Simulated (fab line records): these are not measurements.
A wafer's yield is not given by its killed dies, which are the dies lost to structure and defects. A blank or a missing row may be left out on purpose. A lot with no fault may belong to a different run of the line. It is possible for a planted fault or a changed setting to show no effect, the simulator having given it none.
Matching of chambers    flow n5 finfet    N5_BEOL_M0_SAQP_PECVD_96 on pecvd-01 has 3 sister chambers
The step deposits a-Si from SiH4/He, target thk 45 nm, time 45.2 s. 3 wafers are shown with their chamber, then 7 later ones without.

== WAFERS PAIRED WITH THEIR CHAMBERS ==
wafer   chamber  throttle valve pct (%)
L087.3  2        17.4
L091.1  1        17.7
L091.2  0        19.4

== WAFERS MISSING THEIR CHAMBER ==
wafer   throttle valve pct (%)
L091.3  17.2
L092.2  19.1
L092.4  17.5
L092.5  17.9
L096.1  17.8
L096.3  17.4
L096.6  17.7

== WHICH CHAMBER EACH ONE RAN IN ==
wafer   from the rows above      in truth
L091.3  can't be placed: 2 or 1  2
L092.2  0                        0
L092.4  can't be placed: 2 or 1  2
L092.5  can't be placed: 1 or 2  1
L096.1  can't be placed: 1 or 2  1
L096.3  can't be placed: 2 or 1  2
L096.6  can't be placed: 1 or 2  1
Correct placement for 1 of the 7. Unplaceable from these rows: 6, with the true chamber sitting among the candidates in 6. Wrongly placed: 0.
How it was worked out, from the rows above alone: a wafer's distance from a chamber is the root of the sum, over the readings, of the square of ((its reading less the chamber's mean) divided by the reading's scatter). If the next closest chamber is less than 2 further off than the closest, the wafer can't be placed; otherwise it belongs to the closest. Each chamber's mean is taken over the wafers shown for it. The scatter: root of mean squared gap, hidden wafer to nearest shown wafer, with one shown wafer a chamber.
